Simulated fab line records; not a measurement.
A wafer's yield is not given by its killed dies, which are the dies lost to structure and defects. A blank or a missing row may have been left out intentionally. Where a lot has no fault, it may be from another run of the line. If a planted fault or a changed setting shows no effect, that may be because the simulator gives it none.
Commonality check across tools + flow nand harc + 12 lots, 36 wafers sampled

THE REASON FOR OPENING IT
On 2 of the 12 lots, a flag is raised at NHARC_P_STI_CD_MEAS_09 on the reading cd nm. Wafers without a fault read 200.0 nm, standard deviation 2.4.
Rule: flag the lot when none of its wafers has a number, or when each of its wafers that has one lies beyond 4 standard deviations from that mean. As for the other lots, they are considered sound.

| lot  | measured     | on        | cd nm (nm), wafer by wafer | flag    |
|------|--------------|-----------|----------------------------|---------|
| L434 | day 2 20:40  | cd sem-01 | 197.4 200.0 203.0          |         |
| L435 | day 3 05:07  | cd sem-02 | 200.1 204.8 204.4          |         |
| L437 | day 4 02:38  | cd sem-03 | 199.1 198.3 199.8          |         |
| L438 | day 4 11:20  | cd sem-02 | 196.6 199.6 199.5          |         |
| L439 | day 4 23:17  | cd sem-01 | 200.8 197.1 199.2          |         |
| L443 | day 6 16:40  | cd sem-01 | 187.9 188.8 186.9          | FLAGGED |
| L444 | day 7 04:27  | cd sem-03 | 196.3 199.3 195.3          |         |
| L447 | day 8 04:38  | cd sem-01 | 189.2 188.4 189.2          | FLAGGED |
| L451 | day 9 22:44  | cd sem-03 | 198.7 198.7 200.9          |         |
| L453 | day 10 16:17 | cd sem-02 | 201.9 202.2 199.6          |         |
| L455 | day 11 15:32 | cd sem-02 | 199.4 197.1 200.7          |         |
| L457 | day 12 10:59 | cd sem-02 | 202.6 201.9 202.1          |         |
Average over the flagged lots: 188.4 nm; offset from the usual -11.6 nm, equal to -5 standard deviations.

EACH LOT AND THE TOOL IT RAN ON
The record keeps 1 process step preceding the reading, out of 1302 steps on the route. Every cell lists first the tool, next ch and the chambers used by the sampled wafers, and last the start.
| lot  | flag    | NHARC_P_STI_EXPOSE_06             |
|------|---------|-----------------------------------|
| L434 |         | krf scanner-01 ch 0, day 2 20:31  |
| L435 |         | krf scanner-01 ch 0, day 3 04:58  |
| L437 |         | krf scanner-01 ch 0, day 4 02:29  |
| L438 |         | krf scanner-04 ch 0, day 4 11:11  |
| L439 |         | krf scanner-03 ch 0, day 4 23:08  |
| L443 | FLAGGED | krf scanner-01 ch 0, day 6 16:32  |
| L444 |         | krf scanner-04 ch 0, day 7 04:18  |
| L447 | FLAGGED | krf scanner-01 ch 0, day 8 04:29  |
| L451 |         | krf scanner-03 ch 0, day 9 22:36  |
| L453 |         | krf scanner-04 ch 0, day 10 16:08 |
| L455 |         | krf scanner-04 ch 0, day 11 15:23 |
| L457 |         | krf scanner-04 ch 0, day 12 10:50 |
What is done by these steps:
- NHARC_P_STI_EXPOSE_06: exposes mask P STI, target cd 200 nm.
- NHARC_P_STI_CD_MEAS_09: target cd 200 nm.

FLAGGED OVER TOTAL, TOOL BY TOOL (the gauges that took the reading come last)
| step                   | tool           | lots run | flagged | share of the flagged lots | sound lots run after its first flagged lot |
|------------------------|----------------|----------|---------|---------------------------|--------------------------------------------|
| NHARC_P_STI_EXPOSE_06  | krf scanner-01 | 5        | 2       | all                       | 0                                          |
| NHARC_P_STI_EXPOSE_06  | krf scanner-03 | 2        | 0       | none                      | -                                          |
| NHARC_P_STI_EXPOSE_06  | krf scanner-04 | 5        | 0       | none                      | -                                          |
| NHARC_P_STI_CD_MEAS_09 | cd sem-01      | 4        | 2       | all                       | 0                                          |
| NHARC_P_STI_CD_MEAS_09 | cd sem-02      | 5        | 0       | none                      | -                                          |
| NHARC_P_STI_CD_MEAS_09 | cd sem-03      | 3        | 0       | none                      | -                                          |

WHAT IS ALLOWED BY THE TABLE
Rows of the table that ran all the flagged lots, 2 in number: krf scanner-01 at NHARC_P_STI_EXPOSE_06; cd sem-01 at NHARC_P_STI_CD_MEAS_09.
- krf scanner-01 at NHARC_P_STI_EXPOSE_06 ran 5 lots, 2 of them flagged. Last sound lot L437 at day 4 02:29, first flagged lot L443 at day 6 16:32; a fault beginning in between fits. Its own readings (exposure dose mJ cm2) fall more than 4 standard deviations out on all wafers of the flagged lots.
- cd sem-01 at NHARC_P_STI_CD_MEAS_09 ran 4 lots, 2 of them flagged. Last sound lot L439 at day 4 23:17, first flagged lot L443 at day 6 16:40; a fault beginning in between fits.
Because each of these 2 tools fits a fault that began at some hour, counting lots does not separate them. More lots, or a look at what each step does to the wafer, might.

WHAT THE SIMULATOR HAD PUT IN
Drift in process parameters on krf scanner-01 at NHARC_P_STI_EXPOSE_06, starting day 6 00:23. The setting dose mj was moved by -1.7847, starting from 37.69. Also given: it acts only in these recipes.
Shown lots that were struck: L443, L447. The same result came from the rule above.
